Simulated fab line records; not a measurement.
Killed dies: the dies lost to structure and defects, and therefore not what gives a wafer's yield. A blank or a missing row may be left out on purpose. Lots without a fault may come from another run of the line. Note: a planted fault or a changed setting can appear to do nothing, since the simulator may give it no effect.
fab line records	flow n5Finfet
[record] lots = 24	wafers = 72	lastDay = 17
route steps=1938 shown BEOL_M4@1073 BEOL_M5@1112
lots untouched by any fault: they come from a run of this same line in which no faults occurred
startH: hours from the record's first day to the start of the lot's first wafer shown	waitH: how many hours have passed since the lot's step before this one	" as in the row above	L1.1+2: a row that stands for several wafers	- no value present, or no start provided	* or withheld: withheld	< > ~ a bound
route shown NAME@n: names a module that has steps shown in the file, with the first one's number in the route	usual: mean/standard deviation taken from wafers without a fault	same: alike in all rows	chamber/n: place in a boat	sites: the reading at each site	_std_site: how widely they spread, as a standard deviation	_edge_site: the outer-site mean with the inner-site mean subtracted	radiusMm: for every site, how far away it sits from the centre of the wafer	mask NAME#n: copy n	behind: the tool/chamber that last shaped the wafer	hold: why the lot went on hold/how many hours it stayed there/how the hold came to an end	device: transistor that didn't switch, given as n, p or np	end of line: the route-end tests of the same wafers	step lacking rows: just its recipe	killed: not the wafer's yield, but the dies lost to structure and defects at the first sort	map: dies across one wafer; x = killed, . = not, _ = none there
set.NAME: the setting that was run; set.NAME@STEP: the one run at that earlier step	model.NAME: the simulator's own value behind a step, which no gauge read
the route's steps for a sample of lots (tables are steps, rows are wafers)
services: when a tool's chamber went out of use (startH, in hours from the record's first day, below 0 if earlier), for how many hours, and the reason
[[steps]]
[step N5_BEOL_M4_OCD_MEAS_38]
[usual] trenchDepthNm = 56.0/1.3
lot.wafer	tool	chamber	startH	waitH	trenchDepthNm
L074.1	ocd-02	-	152.23	-	57.5
L074.4	"	-	"	"	55.3
L074.6	"	-	"	"	56.9
L075.1	ocd-02	-	165.44	-	56.3
L075.2	"	-	"	"	57.4
L075.4	"	-	"	"	57.5
L078.1	ocd-01	-	175.74	-	54.5
L078.3	"	-	"	"	54.1
L078.5	"	-	"	"	55.6
L076.1	ocd-02	-	176.52	-	57.9
L076.3	"	-	"	"	57.6
L076.5	"	-	"	"	57.2
L077.2	ocd-02	-	176.65	-	54.0
L077.3	"	-	"	"	54.5
L077.4	"	-	"	"	56.1
L079.1	ocd-02	-	181.22	-	57.1
L079.2	"	-	"	"	56.8
L079.4	"	-	"	"	55.6
L080.2	ocd-01	-	194.06	-	55.0
L080.4	"	-	"	"	55.5
L080.5	"	-	"	"	55.3
L081.1	ocd-01	-	203.34	-	55.0
L081.5	"	-	"	"	53.9
L081.6	"	-	"	"	54.8
L083.2	ocd-01	-	204.43	-	55.7
L083.4	"	-	"	"	55.0
L083.6	"	-	"	"	55.0
L082.1	ocd-02	-	208.14	-	57.1
L082.4	"	-	"	"	55.7
L082.6	"	-	"	"	57.5
L084.1	ocd-01	-	210.98	-	56.7
L084.2	"	-	"	"	58.4
L084.3	"	-	"	"	58.3
L085.2	ocd-01	-	233.47	-	57.8
L085.3	"	-	"	"	57.4
L085.6	"	-	"	"	57.2
L086.3	ocd-01	-	236.47	-	56.9
L086.4	"	-	"	"	58.0
L086.6	"	-	"	"	56.5
L087.1	ocd-01	-	236.58	-	56.6
L087.2	"	-	"	"	55.9
L087.5	"	-	"	"	56.8
L088.3	ocd-01	-	242.38	-	54.1
L088.4	"	-	"	"	55.4
L088.6	"	-	"	"	54.7
L089.1	ocd-01	-	243.17	-	53.8
L089.3	"	-	"	"	55.6
L089.4	"	-	"	"	56.5
L090.2	ocd-01	-	256.42	-	58.0
L090.5	"	-	"	"	57.3
L090.6	"	-	"	"	57.6
L092.1	ocd-02	-	264.26	-	55.3
L092.2	"	-	"	"	55.0
L092.5	"	-	"	"	54.4
L091.1	ocd-02	-	265.02	-	55.3
L091.4	"	-	"	"	54.9
L091.5	"	-	"	"	54.8
L093.1	ocd-01	-	271.76	-	55.0
L093.3	"	-	"	"	56.6
L093.4	"	-	"	"	57.2
L095.1	ocd-02	-	282.65	-	55.5
L095.2	"	-	"	"	56.8
L095.3	"	-	"	"	56.5
L094.2	ocd-02	-	290.60	-	56.9
L094.3	"	-	"	"	57.1
L094.6	"	-	"	"	58.0
L096.1	ocd-01	-	291.05	-	55.9
L096.4	"	-	"	"	54.6
L096.5	"	-	"	"	54.7
L097.2	ocd-02	-	310.37	-	54.5
L097.4	"	-	"	"	55.6
L097.5	"	-	"	"	54.6
[step N5_BEOL_M4_DEGAS_44]
[recipe] ambient = vacuum	tempC = 250	timeS = 60
[usual] heaterPowerW = 311/35	susceptorTempC = 249.97/0.16
[same] timeS = 60
lot.wafer	tool	chamber	startH	waitH	heaterPowerW	susceptorTempC
L074.1	pvdSputter-02	-	152.67	0.3	289	250.00
L074.4	"	-	"	"	380	249.60
L074.6	"	-	"	"	293	249.88
L075.1	pvdSputter-01	-	166.02	0.4	264	249.90
L075.2	"	-	"	"	275	249.97
L075.4	"	-	"	"	349	250.05
L078.1	pvdSputter-02	-	176.12	0.2	310	250.10
L078.3	"	-	"	"	385	249.87
L078.5	"	-	"	"	384	250.14
L076.1	pvdSputter-03	-	176.73	0.0	315	250.06
L076.3	"	-	"	"	303	250.33
L076.5	"	-	"	"	340	250.03
L077.2	pvdSputter-01	-	176.85	0.0	268	250.17
L077.3	"	-	"	"	269	250.09
L077.4	"	-	"	"	352	250.21
L079.1	pvdSputter-02	-	181.69	0.3	295	249.98
L079.2	"	-	"	"	276	250.09
L079.4	"	-	"	"	388	250.24
L080.2	pvdSputter-02	-	194.27	0.1	393	249.73
L080.4	"	-	"	"	310	250.10
L080.5	"	-	"	"	309	249.95
L081.1	pvdSputter-03	-	203.77	0.3	329	249.88
L081.5	"	-	"	"	342	249.78
L081.6	"	-	"	"	309	250.19
L083.2	pvdSputter-01	-	204.72	0.1	276	249.98
L083.4	"	-	"	"	343	249.98
L083.6	"	-	"	"	306	250.00
L082.1	pvdSputter-02	-	208.35	0.0	393	250.04
L082.4	"	-	"	"	280	250.06
L082.6	"	-	"	"	275	250.07
L084.1	pvdSputter-03	-	211.24	0.1	319	249.92
L084.2	"	-	"	"	335	249.73
L084.3	"	-	"	"	306	250.22
L085.2	pvdSputter-02	-	233.67	0.0	320	250.13
L085.3	"	-	"	"	277	249.64
L085.6	"	-	"	"	384	249.88
L086.3	pvdSputter-02	-	236.83	0.2	316	250.06
L086.4	"	-	"	"	387	249.90
L086.6	"	-	"	"	280	249.83
L087.1	pvdSputter-02	-	236.91	0.2	281	249.87
L087.2	"	-	"	"	313	249.85
L087.5	"	-	"	"	311	249.76
L088.3	pvdSputter-01	-	242.80	0.3	307	249.90
L088.4	"	-	"	"	285	249.95
L088.6	"	-	"	"	273	249.72
L089.1	pvdSputter-01	-	243.42	0.1	311	250.08
L089.3	"	-	"	"	267	249.87
L089.4	"	-	"	"	280	249.92
L090.2	pvdSputter-01	-	257.34	0.8	264	250.03
L090.5	"	-	"	"	317	249.86
L090.6	"	-	"	"	280	249.93
L092.1	pvdSputter-01	-	264.93	0.5	307	250.23
L092.2	"	-	"	"	269	250.14
L092.5	"	-	"	"	262	249.98
L091.1	pvdSputter-01	-	265.43	0.3	307	250.29
L091.4	"	-	"	"	263	249.92
L091.5	"	-	"	"	285	250.20
L093.1	pvdSputter-01	-	272.22	0.3	351	250.31
L093.3	"	-	"	"	308	250.18
L093.4	"	-	"	"	263	249.80
L095.1	pvdSputter-02	-	284.43	1.6	280	249.94
L095.2	"	-	"	"	296	249.76
L095.3	"	-	"	"	313	249.98
L094.2	pvdSputter-01	-	290.80	0.0	276	250.06
L094.3	"	-	"	"	303	250.13
L094.6	"	-	"	"	265	249.78
L096.1	pvdSputter-03	-	291.25	0.0	315	250.10
L096.4	"	-	"	"	308	249.85
L096.5	"	-	"	"	321	249.98
L097.2	pvdSputter-01	-	310.63	0.1	265	249.75
L097.4	"	-	"	"	358	250.08
L097.5	"	-	"	"	319	250.05
[step N5_BEOL_M4_ANNEAL_80]
[recipe] tempC = 400	timeS = 240	ambient = vacuum
[usual] heaterPowerW = 786/87	susceptorTempC = 399.99/0.23
[same] timeS = 240
lot.wafer	tool	chamber	startH	waitH	heaterPowerW	susceptorTempC
L074.1	pvdSputter-01	-	153.63	0.0	878	400.45
L074.4	"	-	"	"	768	400.06
L074.6	"	-	"	"	757	399.99
L075.1	pvdSputter-03	-	168.04	0.0	807	400.16
L075.2	"	-	"	"	871	399.75
L075.4	"	-	"	"	750	400.11
L078.1	pvdSputter-02	-	177.01	0.0	786	400.05
L078.3	"	-	"	"	699	399.93
L078.5	"	-	"	"	967	400.20
L076.1	pvdSputter-02	-	178.93	0.0	973	400.21
L076.3	"	-	"	"	702	400.10
L076.5	"	-	"	"	705	399.68
L077.2	pvdSputter-03	-	179.19	0.0	834	400.18
L077.3	"	-	"	"	803	399.75
L077.4	"	-	"	"	746	399.92
L079.1	pvdSputter-02	-	182.70	0.0	959	400.20
L079.2	"	-	"	"	718	400.02
L079.4	"	-	"	"	796	399.92
L080.2	pvdSputter-02	-	195.35	0.0	792	400.16
L080.4	"	-	"	"	691	400.01
L080.5	"	-	"	"	717	400.32
L081.1	pvdSputter-02	-	204.71	0.0	967	399.88
L081.5	"	-	"	"	974	399.92
L081.6	"	-	"	"	742	399.69
L083.2	pvdSputter-02	-	206.55	0.0	942	399.82
L083.4	"	-	"	"	694	399.92
L083.6	"	-	"	"	790	399.94
L082.1	pvdSputter-03	-	209.42	0.0	780	399.98
L082.4	"	-	"	"	774	399.95
L082.6	"	-	"	"	865	399.82
L084.1	pvdSputter-02	-	213.56	0.0	701	400.15
L084.2	"	-	"	"	728	399.66
L084.3	"	-	"	"	954	400.01
L085.2	pvdSputter-02	-	234.67	0.0	786	400.50
L085.3	"	-	"	"	965	400.52
L085.6	"	-	"	"	782	400.11
L086.3	pvdSputter-03	-	237.72	0.0	809	400.21
L086.4	"	-	"	"	790	399.90
L086.6	"	-	"	"	812	400.12
L087.1	pvdSputter-01	-	239.56	0.0	655	399.85
L087.2	"	-	"	"	695	399.76
L087.5	"	-	"	"	773	400.01
L088.3	pvdSputter-01	-	243.92	0.0	696	400.08
L088.4	"	-	"	"	864	399.89
L088.6	"	-	"	"	867	399.72
L089.1	pvdSputter-02	-	245.96	0.0	790	399.81
L089.3	"	-	"	"	685	400.26
L089.4	"	-	"	"	724	399.63
L090.2	pvdSputter-01	-	260.22	0.0	782	399.65
L090.5	"	-	"	"	718	399.95
L090.6	"	-	"	"	873	400.58
L092.1	pvdSputter-02	-	265.87	0.0	739	400.08
L092.2	"	-	"	"	699	400.12
L092.5	"	-	"	"	762	400.15
L091.1	pvdSputter-01	-	266.42	0.0	798	400.01
L091.4	"	-	"	"	686	400.07
L091.5	"	-	"	"	884	399.80
L093.1	pvdSputter-03	-	273.14	0.0	852	399.72
L093.3	"	-	"	"	771	399.74
L093.4	"	-	"	"	815	399.80
L095.1	pvdSputter-02	-	285.47	0.0	972	400.03
L095.2	"	-	"	"	782	399.73
L095.3	"	-	"	"	715	399.51
L094.2	pvdSputter-01	-	291.77	0.0	871	400.19
L094.3	"	-	"	"	700	399.91
L094.6	"	-	"	"	771	400.22
L096.1	pvdSputter-01	-	293.91	0.0	784	399.95
L096.4	"	-	"	"	700	399.76
L096.5	"	-	"	"	802	399.88
L097.2	pvdSputter-03	-	311.95	0.0	821	400.32
L097.4	"	-	"	"	840	399.66
L097.5	"	-	"	"	848	399.92
[step N5_BEOL_M4_ANNEAL_89]
[recipe] tempC = 400	timeS = 240	ambient = vacuum
[usual] heaterPowerW = 784/89	susceptorTempC = 399.98/0.23
[same] timeS = 240
lot.wafer	tool	chamber	startH	waitH	heaterPowerW	susceptorTempC
L074.1	pvdSputter-01	-	154.29	0.0	867	399.64
L074.4	"	-	"	"	785	399.62
L074.6	"	-	"	"	766	399.87
L075.1	pvdSputter-03	-	168.70	0.0	807	400.00
L075.2	"	-	"	"	861	399.90
L075.4	"	-	"	"	794	399.77
L078.1	pvdSputter-02	-	177.67	0.0	762	399.77
L078.3	"	-	"	"	698	400.43
L078.5	"	-	"	"	981	400.17
L076.1	pvdSputter-02	-	179.59	0.0	977	399.84
L076.3	"	-	"	"	702	399.93
L076.5	"	-	"	"	706	400.22
L077.2	pvdSputter-03	-	179.85	0.0	799	399.93
L077.3	"	-	"	"	774	399.91
L077.4	"	-	"	"	745	400.42
L079.1	pvdSputter-02	-	183.36	0.0	976	399.97
L079.2	"	-	"	"	672	399.79
L079.4	"	-	"	"	783	399.87
L080.2	pvdSputter-02	-	196.01	0.0	766	399.59
L080.4	"	-	"	"	715	400.04
L080.5	"	-	"	"	727	400.07
L081.1	pvdSputter-02	-	205.37	0.0	953	400.06
L081.5	"	-	"	"	979	400.10
L081.6	"	-	"	"	704	399.74
L083.2	pvdSputter-02	-	207.21	0.0	994	400.05
L083.4	"	-	"	"	706	399.96
L083.6	"	-	"	"	765	400.22
L082.1	pvdSputter-03	-	210.08	0.0	766	400.25
L082.4	"	-	"	"	771	399.95
L082.6	"	-	"	"	882	400.24
L084.1	pvdSputter-02	-	214.22	0.0	700	400.20
L084.2	"	-	"	"	730	399.70
L084.3	"	-	"	"	972	399.91
L085.2	pvdSputter-02	-	235.33	0.0	786	400.21
L085.3	"	-	"	"	972	400.04
L085.6	"	-	"	"	771	400.26
L086.3	pvdSputter-03	-	238.38	0.0	808	400.15
L086.4	"	-	"	"	807	399.69
L086.6	"	-	"	"	801	399.51
L087.1	pvdSputter-01	-	240.22	0.0	658	400.21
L087.2	"	-	"	"	699	399.91
L087.5	"	-	"	"	767	400.17
L088.3	pvdSputter-01	-	244.58	0.0	704	399.67
L088.4	"	-	"	"	885	399.86
L088.6	"	-	"	"	892	400.12
L089.1	pvdSputter-02	-	246.62	0.0	762	399.80
L089.3	"	-	"	"	692	399.89
L089.4	"	-	"	"	736	399.92
L090.2	pvdSputter-01	-	260.88	0.0	788	399.84
L090.5	"	-	"	"	694	399.74
L090.6	"	-	"	"	879	400.14
L092.1	pvdSputter-02	-	266.53	0.0	717	399.98
L092.2	"	-	"	"	703	399.98
L092.5	"	-	"	"	793	400.00
L091.1	pvdSputter-01	-	267.08	0.0	788	399.99
L091.4	"	-	"	"	681	399.75
L091.5	"	-	"	"	890	399.88
L093.1	pvdSputter-03	-	273.80	0.0	869	400.17
L093.3	"	-	"	"	748	399.85
L093.4	"	-	"	"	806	399.82
L095.1	pvdSputter-02	-	286.13	0.0	958	400.08
L095.2	"	-	"	"	766	399.58
L095.3	"	-	"	"	705	400.13
L094.2	pvdSputter-01	-	292.43	0.0	876	399.94
L094.3	"	-	"	"	696	399.79
L094.6	"	-	"	"	760	399.45
L096.1	pvdSputter-01	-	294.57	0.0	765	399.69
L096.4	"	-	"	"	693	399.83
L096.5	"	-	"	"	770	400.10
L097.2	pvdSputter-03	-	312.61	0.0	815	399.95
L097.4	"	-	"	"	852	400.38
L097.5	"	-	"	"	871	400.61
[step N5_BEOL_M4_CMP_52]
[recipe] stopOn = SiOC	tOverpolishS = 6.8	downForcePsi = 1	platenRpm = 50	clearingPlatenDownForcePsi = 1.5	clearingPlatenRpm = 50	postCmpClean = cuAlkaline	targetThkNm = 40	clearingPlatenPadVelocityMS = 0.99484	padVelocityMS = 0.99484
[usual] barrierFieldEndpointS = 24.9/0.72	motorCurrentA = 6.2/0.68	overpolishRunS = 6.801/0.0097	timeToEndpointS = 64/3.3
lot.wafer	tool	chamber	startH	waitH	barrierFieldEndpointS	motorCurrentA	overpolishRunS	timeToEndpointS
L074.4	cmp-03	1	155.58	0.1	24.0	6.1	6.812	59
L074.1	"	2	"	"	24.5	7.0	6.801	60
L074.6	"	1	"	"	24.9	6.0	6.796	62
L075.2	cmp-01	0	170.04	0.2	25.9	5.7	6.805	66
L075.4	"	1	"	"	26.3	5.9	6.805	69
L075.1	"	3	"	"	25.4	7.4	6.795	62
L078.1	cmp-03	1	178.96	0.3	24.5	6.1	6.803	62
L078.3	"	2	"	"	24.4	7.0	6.788	65
L078.5	"	2	"	"	25.9	7.1	6.799	67
L076.3	cmp-01	1	180.88	0.2	24.9	6.2	6.804	66
L076.1	"	0	"	"	25.4	5.6	6.806	66
L076.5	"	2	"	"	26.6	5.2	6.788	72
L077.4	cmp-03	1	181.16	0.1	25.9	6.1	6.799	63
L077.2	"	2	"	"	25.3	6.7	6.810	65
L077.3	"	0	"	"	26.2	6.2	6.806	69
L079.2	cmp-01	3	184.74	0.2	24.3	7.7	6.795	64
L079.4	"	1	"	"	25.3	6.2	6.807	66
L079.1	"	2	"	"	25.2	5.2	6.794	70
L080.4	cmp-01	1	197.34	0.2	24.8	6.3	6.802	61
L080.2	"	3	"	"	24.3	7.8	6.791	61
L080.5	"	1	"	"	24.9	6.0	6.813	63
L081.1	cmp-03	3	206.74	0.3	23.7	5.8	6.797	60
L081.6	"	1	"	"	24.7	6.0	6.776	60
L081.5	"	2	"	"	24.6	6.9	6.795	59
L083.2	cmp-01	1	208.58	0.3	25.1	6.2	6.796	61
L083.4	"	2	"	"	25.9	5.3	6.803	67
L083.6	"	3	"	"	25.1	7.6	6.785	60
L082.1	cmp-04	0	211.37	0.3	24.9	5.4	6.819	63
L082.4	"	3	"	"	23.9	5.8	6.801	61
L082.6	"	1	"	"	24.3	5.9	6.801	65
L084.3	cmp-01	3	215.51	0.2	23.6	7.5	6.806	57
L084.1	"	0	"	"	24.2	5.8	6.797	60
L084.2	"	2	"	"	25.4	5.3	6.787	66
L085.3	cmp-03	3	236.67	0.2	24.4	6.0	6.806	64
L085.2	"	1	"	"	24.0	6.2	6.819	65
L085.6	"	2	"	"	24.5	6.9	6.796	63
L086.3	cmp-01	2	239.71	0.2	25.2	5.2	6.809	68
L086.4	"	0	"	"	24.1	5.7	6.795	60
L086.6	"	3	"	"	24.7	7.8	6.782	60
L087.1	cmp-01	2	241.51	0.3	25.4	5.1	6.813	67
L087.2	"	1	"	"	24.3	6.2	6.810	63
L087.5	"	3	"	"	25.1	7.2	6.808	60
L088.3	cmp-04	2	245.94	0.2	24.5	6.5	6.800	58
L088.4	"	3	"	"	24.7	5.4	6.810	60
L088.6	"	2	"	"	23.9	6.0	6.803	58
L089.1	cmp-01	0	247.91	0.3	25.0	5.7	6.794	63
L089.3	"	2	"	"	25.2	5.1	6.794	69
L089.4	"	3	"	"	25.3	7.3	6.803	64
L090.2	cmp-03	1	262.29	0.3	24.7	5.9	6.805	67
L090.5	"	3	"	"	25.4	6.4	6.809	66
L090.6	"	0	"	"	25.5	6.3	6.813	67
L092.2	cmp-01	0	267.88	0.2	25.1	6.0	6.793	66
L092.1	"	2	"	"	25.6	5.4	6.807	70
L092.5	"	0	"	"	25.1	5.7	6.802	67
L091.1	cmp-04	3	268.45	0.3	24.8	5.4	6.802	62
L091.4	"	0	"	"	25.3	5.6	6.796	65
L091.5	"	1	"	"	26.1	5.8	6.792	66
L093.1	cmp-03	1	275.13	0.3	24.6	6.1	6.780	66
L093.4	"	2	"	"	25.9	6.7	6.792	66
L093.3	"	3	"	"	24.2	6.1	6.801	65
L095.1	cmp-01	1	287.53	0.3	25.4	5.9	6.779	66
L095.3	"	2	"	"	26.2	5.2	6.822	69
L095.2	"	0	"	"	25.4	5.6	6.796	64
L094.3	cmp-04	0	293.78	0.2	24.6	5.9	6.808	64
L094.2	"	2	"	"	23.9	6.1	6.796	63
L094.6	"	3	"	"	24.2	5.8	6.787	65
L096.4	cmp-04	1	295.86	0.1	24.8	5.9	6.787	67
L096.1	"	3	"	"	24.4	5.3	6.810	65
L096.5	"	2	"	"	23.4	6.5	6.827	62
L097.4	cmp-01	2	313.94	0.2	25.8	5.1	6.807	69
L097.2	"	3	"	"	25.0	7.3	6.795	60
L097.5	"	2	"	"	25.2	5.4	6.802	62
[step N5_BEOL_M5_ILD_DEP_00]
[recipe] material = SiCOH_lowk	targetThkA = 1406.4	tempC = 300	precursor = DEMS/porogen	pressureTorr = 5	rfW = 500	timeS = 25.9
[usual] chamberPressureTorr = 4.999/0.01	heaterPowerOuterW = 148/28	heaterPowerW = 313/28	showerheadPlenumPTorr = 5.736/0.014	susceptorTempC = 300.00/0.18	throttleValvePct = 14.2/1.1
[same] timeS = 25.9
lot.wafer	tool	chamber	startH	waitH	chamberPressureTorr	heaterPowerOuterW	heaterPowerW	showerheadPlenumPTorr	susceptorTempC	throttleValvePct
L074.1	pecvd-01	0	157.15	0.8	5.003	133	295	5.731	300.03	13.8
L074.4	"	0	"	"	5.009	138	302	5.723	300.01	13.6
L074.6	"	1	"	"	4.987	178	341	5.708	300.10	15.2
L075.1	pecvd-04	2	171.60	0.8	4.992	150	336	5.741	300.06	13.4
L075.2	"	1	"	"	4.997	144	325	5.745	300.18	15.8
L075.4	"	2	"	"	5.005	150	339	5.735	300.15	13.4
L078.1	pecvd-04	0	180.53	0.8	5.006	98	270	5.745	299.94	14.0
L078.3	"	2	"	"	4.994	154	326	5.729	300.38	13.3
L078.5	"	1	"	"	4.994	147	328	5.739	300.22	16.0
L076.1	pecvd-04	1	182.46	0.8	5.005	155	339	5.744	299.79	16.2
L076.3	"	2	"	"	5.003	115	286	5.729	300.23	13.5
L076.5	"	1	"	"	4.997	152	341	5.721	299.80	16.1
L077.2	pecvd-03	1	182.73	0.7	5.013	181	345	5.730	300.02	14.8
L077.3	"	0	"	"	5.003	202	377	5.779	299.91	14.6
L077.4	"	2	"	"	4.975	118	294	5.743	299.92	13.2
L079.1	pecvd-03	0	186.72	0.8	5.014	161	325	5.770	299.89	14.8
L079.2	"	2	"	"	5.011	144	320	5.752	299.87	13.3
L079.4	"	1	"	"	5.014	146	294	5.750	300.08	14.5
L080.2	pecvd-01	0	198.87	0.7	5.002	146	305	5.730	300.02	14.0
L080.4	"	0	"	"	5.005	147	320	5.744	300.36	13.6
L080.5	"	1	"	"	4.979	186	338	5.750	299.88	15.3
L081.1	pecvd-01	1	208.24	0.8	4.997	188	341	5.722	300.00	15.2
L081.5	"	1	"	"	4.989	185	336	5.725	300.02	15.2
L081.6	"	2	"	"	5.013	112	278	5.729	299.94	12.5
L083.2	pecvd-01	0	210.16	0.7	5.009	144	311	5.742	299.95	14.0
L083.4	"	2	"	"	4.982	156	334	5.721	300.05	12.6
L083.6	"	0	"	"	4.995	147	318	5.727	300.11	13.8
L082.1	pecvd-04	1	212.94	0.8	4.968	131	315	5.735	299.99	16.0
L082.4	"	0	"	"	4.988	122	311	5.730	300.08	13.9
L082.6	"	0	"	"	5.019	128	302	5.733	300.04	13.9
L084.1	pecvd-01	1	217.08	0.8	4.997	137	282	5.722	300.02	15.1
L084.2	"	0	"	"	5.009	111	263	5.722	300.04	13.9
L084.3	"	2	"	"	5.005	111	269	5.743	299.72	12.7
L085.2	pecvd-01	1	238.20	0.7	4.999	192	355	5.736	299.70	15.3
L085.3	"	2	"	"	4.979	113	281	5.724	300.12	12.7
L085.6	"	2	"	"	4.975	120	284	5.719	299.82	12.5
L086.3	pecvd-03	1	241.28	0.5	5.002	189	343	5.752	299.89	14.9
L086.4	"	0	"	"	4.992	174	348	5.762	299.92	15.3
L086.6	"	2	"	"	5.003	131	295	5.735	300.07	13.7
L087.1	pecvd-03	2	243.08	0.8	5.006	126	290	5.745	299.53	13.2
L087.2	"	1	"	"	4.998	171	317	5.727	300.27	14.9
L087.5	"	2	"	"	5.004	132	293	5.750	300.00	13.5
L088.3	pecvd-01	1	247.47	0.5	5.015	177	323	5.715	299.95	15.2
L088.4	"	0	"	"	4.995	115	266	5.734	300.12	13.9
L088.6	"	1	"	"	5.012	177	324	5.742	300.14	15.0
L089.1	pecvd-01	0	249.49	0.8	5.007	137	291	5.736	300.27	13.9
L089.3	"	1	"	"	4.983	145	289	5.735	299.76	15.0
L089.4	"	2	"	"	5.016	151	320	5.730	300.08	12.7
L090.2	pecvd-03	0	263.78	0.7	5.000	191	364	5.777	299.82	15.2
L090.5	"	0	"	"	4.982	190	365	5.772	299.93	14.9
L090.6	"	2	"	"	5.001	136	310	5.750	299.90	13.6
L092.1	pecvd-01	2	269.41	0.8	5.006	148	334	5.732	300.53	12.6
L092.2	"	0	"	"	5.004	101	250	5.720	299.98	14.0
L092.5	"	1	"	"	5.012	173	320	5.724	299.94	14.9
L091.1	pecvd-04	2	270.34	0.8	4.986	122	294	5.742	300.19	12.6
L091.4	"	0	"	"	5.005	128	317	5.729	300.20	14.1
L091.5	"	1	"	"	4.992	147	332	5.724	299.94	15.8
L093.1	pecvd-01	1	276.66	0.8	5.004	192	346	5.730	299.80	15.2
L093.3	"	1	"	"	4.994	195	343	5.721	300.12	15.2
L093.4	"	2	"	"	5.000	113	280	5.729	299.94	12.6
L095.1	pecvd-04	0	289.10	0.8	4.992	127	310	5.724	299.91	13.8
L095.2	"	1	"	"	5.002	117	295	5.742	300.17	16.1
L095.3	"	2	"	"	4.986	176	362	5.737	299.73	12.5
L094.2	pecvd-01	1	295.45	0.7	4.982	180	329	5.735	300.04	15.1
L094.3	"	1	"	"	5.001	180	341	5.745	300.00	15.3
L094.6	"	1	"	"	4.988	186	339	5.727	300.24	15.3
L096.1	pecvd-01	1	297.55	0.8	4.995	175	323	5.729	299.98	14.9
L096.4	"	1	"	"	5.000	186	335	5.728	299.97	15.1
L096.5	"	1	"	"	4.997	186	331	5.728	300.01	15.2
L097.2	pecvd-01	1	315.47	0.7	5.004	140	280	5.743	299.88	15.3
L097.4	"	1	"	"	5.013	146	285	5.720	299.84	15.4
L097.5	"	0	"	"	5.011	119	270	5.747	299.96	14.1
[[services]]
tool	chamber	startH	hours	kind
pecvd-04	-	130.72	0.6	repair
pecvd-04	0	134.53	2.1	scheduledDown
pvdSputter-02	-	153.89	1.6	repair
cmp-01	-	159.94	1.0	repair
cmp-04	-	192.99	4.0	pm
pecvd-03	-	196.97	0.5	repair
pecvd-04	2	202.38	-	clean
pecvd-04	2	202.38	-	consumableReplace:showerhead
cmp-03	-	203.68	0.3	repair
cmp-04	-	221.33	1.1	repair
pecvd-01	2	225.97	5.5	scheduledDown
cmp-03	-	240.60	4.1	repair
cmp-03	-	253.55	4.0	pm
cmp-04	-	257.30	1.7	repair
cmp-01	-	258.15	6.5	pm
cmp-04	-	269.06	3.8	repair
cmp-03	-	274.21	0.6	repair
pecvd-01	0	275.08	15.7	repair
cmp-01	-	277.37	1.1	repair
pvdSputter-02	-	288.44	40.3	repair
pecvd-01	0	291.87	11.2	repair
cmp-03	-	294.05	3.7	repair
pecvd-04	-	295.33	1.2	repair
cmp-04	-	301.03	0.6	repair
[[key]]
fault none
